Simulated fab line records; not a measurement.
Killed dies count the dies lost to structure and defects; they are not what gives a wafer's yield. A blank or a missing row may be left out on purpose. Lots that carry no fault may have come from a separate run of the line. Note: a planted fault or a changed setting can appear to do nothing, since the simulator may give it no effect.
Which tool was responsible?    flow nandHarc    42 wafers from 14 lots sampled at 4 of the route's 1159 steps

## WHAT THE GAUGES READ, wafer by wafer
NHARC_P_ZERO_WELL_CD_MEAS_11: the cd target is 500 nm. Usual: cdNm 500.3 nm, standard deviation 1.5.
lot   measured     on        cdNm (nm)          flag
L624  day 1 13:19  cdSem-03  502.1 500.1 499.3  
L625  day 1 19:15  cdSem-01  498.5 501.1 501.9  
L629  day 2 19:17  cdSem-01  499.9 498.0 498.0  
L630  day 3 01:14  cdSem-03  501.0 502.4 501.3  
L631  day 3 07:16  cdSem-03  501.1 499.0 499.7  
L634  day 4 01:16  cdSem-03  499.8 499.9 498.8  
L635  day 4 07:16  cdSem-03  499.2 501.9 500.2  
L636  day 4 13:07  cdSem-02  499.8 501.2 500.1  
L638  day 5 01:15  cdSem-01  501.2 499.6 499.1  
L639  day 5 07:07  cdSem-03  503.5 503.1 500.0  
L644  day 6 13:22  cdSem-02  500.3 502.1 500.8  
L645  day 6 19:15  cdSem-03  501.1 499.0 500.4  
L646  day 7 01:14  cdSem-03  499.6 499.6 501.0  
L647  day 7 07:16  cdSem-02  500.0 500.4 499.7  

NHARC_P_GATE_OVL_MEAS_27. Usual: overlayXNm -0.2 nm, standard deviation 0.8; overlayYNm -0.1 nm, standard deviation 0.67.
lot   measured      on          overlayXNm (nm)  overlayYNm (nm)  flag
L624  day 4 19:42   overlay-01  0.0 0.1 -0.4     -1.0 -1.0 -1.3   
L625  day 4 19:37   overlay-01  0.9 0.2 -0.3     0.1 0.6 -0.2     
L629  day 6 00:24   overlay-01  0.2 0.3 0.7      0.4 -0.1 -0.1    
L630  day 6 10:04   overlay-02  0.9 0.4 0.9      -0.1 -0.4 -0.2   
L631  day 6 09:53   overlay-02  -0.7 -0.1 -0.3   0.4 0.7 1.1      
L634  day 7 04:33   overlay-02  0.4 0.8 0.7      -0.3 -0.5 0.0    
L635  day 7 21:50   overlay-02  0.6 0.4 0.3      1.2 1.0 0.7      
L636  day 7 21:19   overlay-02  0.7 1.2 1.2      -0.3 -1.0 -0.6   
L644  day 9 16:20   overlay-01  0.1 -0.5 0.1     -0.4 0.1 -0.8    
L645  day 9 21:11   overlay-01  -1.8 -1.5 -1.2   0.7 1.0 0.6      
L646  day 10 07:27  overlay-02  -0.4 -0.3 -0.5   0.2 -0.2 0.0     
L647  day 10 11:41  overlay-01  -1.1 -0.8 -0.3   -1.1 -1.3 -1.3   

## WHAT TOOL EACH LOT RAN ON (gives the tool, then ch and the chambers of the sampled wafers, and finally the start)
lot   NHARC_P_ZERO_WELL_RTA_42        NHARC_P_STI_EXPOSE_06
L624  rtpAnneal-02 ch 0, day 1 19:25  krfScanner-03 ch 0, day 2 10:55
L625  rtpAnneal-01 ch 0, day 2 01:10  krfScanner-01 ch 0, day 2 18:44
L629  rtpAnneal-02 ch 0, day 3 00:50  krfScanner-03 ch 0, day 3 18:07
L630  rtpAnneal-02 ch 0, day 3 07:01  krfScanner-01 ch 0, day 3 23:11
L631  rtpAnneal-01 ch 0, day 3 13:09  krfScanner-02 ch 0, day 4 06:52
L634  rtpAnneal-01 ch 0, day 4 06:40  krfScanner-02 ch 0, day 4 19:10
L635  rtpAnneal-02 ch 0, day 4 13:00  krfScanner-01 ch 0, day 5 04:28
L636  rtpAnneal-02 ch 0, day 4 18:34  krfScanner-02 ch 0, day 5 12:05
L638  rtpAnneal-02 ch 0, day 5 07:12  krfScanner-03, day 5 19:17
L639  rtpAnneal-01 ch 0, day 5 16:39  krfScanner-02, day 6 13:01
L644  rtpAnneal-02 ch 0, day 6 19:04  krfScanner-02 ch 0, day 7 10:51
L645  rtpAnneal-01 ch 0, day 7 01:01  krfScanner-03 ch 0, day 7 16:37
L646  rtpAnneal-01 ch 0, day 7 07:08  krfScanner-02 ch 0, day 7 22:58
L647  rtpAnneal-02 ch 0, day 7 14:52  krfScanner-01 ch 0, day 8 08:01
- NHARC_P_ZERO_WELL_RTA_42: time 300 s.
- NHARC_P_STI_EXPOSE_06: exposes mask P STI, target cd 200 nm.

## AS READ BY THE TOOLS THEMSELVES (means over the sampled wafers that have a number; for cases with no such wafer, the mark the record gives instead)
NHARC_P_ZERO_WELL_RTA_42. Usual: lampPowerPct 41.6 %, standard deviation 0.51; wafer_temp_C_max 1106.5, standard deviation 1.8.
lot   tool          lampPowerPct (%)  wafer_temp_C_max  flag
L624  rtpAnneal-02  42.2              1107.3            
L625  rtpAnneal-01  41.2              1105.2            
L629  rtpAnneal-02  42.2              1107.1            
L630  rtpAnneal-02  42.2              1108.6            
L631  rtpAnneal-01  41.2              1104.8            
L634  rtpAnneal-01  41.2              1105.9            
L635  rtpAnneal-02  42.3              1107.1            
L636  rtpAnneal-02  42.3              1108.7            
L638  rtpAnneal-02  42.2              1107.0            
L639  rtpAnneal-01  41.2              1105.4            
L644  rtpAnneal-02  42.2              1107.6            
L645  rtpAnneal-01  41.1              1104.9            
L646  rtpAnneal-01  41.2              1106.5            
L647  rtpAnneal-02  42.2              1109.0            

NHARC_P_STI_EXPOSE_06. Usual: exposureDoseMJCm2 37.72, standard deviation 0.081; focusOffsetNm 0.1 nm, standard deviation 0.42; reticleTempC 23.00 C, standard deviation 0.11.
lot   tool           exposureDoseMJCm2  focusOffsetNm (nm)  reticleTempC (C)  flag
L624  krfScanner-03  37.63              -0.1                22.93             
L625  krfScanner-01  37.76              0.3                 23.12             
L629  krfScanner-03  37.68              0.1                 22.89             
L630  krfScanner-01  37.80              -0.6                22.91             
L631  krfScanner-02  37.68              0.1                 23.12             
L634  krfScanner-02  37.59              0.5                 22.94             
L635  krfScanner-01  37.80              -0.2                22.90             
L636  krfScanner-02  37.66              0.7                 22.97             
L638  krfScanner-03  -                  -                   -                 OFF
L639  krfScanner-02  -                  -                   -                 OFF
L644  krfScanner-02  37.64              -0.3                23.05             
L645  krfScanner-03  37.66              -0.2                22.92             
L646  krfScanner-02  37.60              -0.2                23.04             
L647  krfScanner-01  37.75              -0.1                23.07             

## THE ANSWER, worked out from the rows above alone
Rule: take the mean of a lot's wafers that have a number; if it is more than 3 standard deviations from the usual mean, the lot is off. Also off: a lot with no number at a reading for which 4 or more lots have one. The other lots that the step has rows for count as sound. First the gauges in route order, then the tools' own readings, where a lot's mean is used as printed above. At the first step where some lot is off, the reading lying furthest off is the one used; lots without a number count as furthest.
Off: L638, L639 (NHARC_P_STI_EXPOSE_06, exposureDoseMJCm2). Without a number there: L638, L639.
If a tool, at that step or one of the process steps before it, ran each lot that is off and ran no sound lot following the first of them, it fits. Of those tried, none fits.

## WHAT HAD BEEN PUT IN BY THE SIMULATOR
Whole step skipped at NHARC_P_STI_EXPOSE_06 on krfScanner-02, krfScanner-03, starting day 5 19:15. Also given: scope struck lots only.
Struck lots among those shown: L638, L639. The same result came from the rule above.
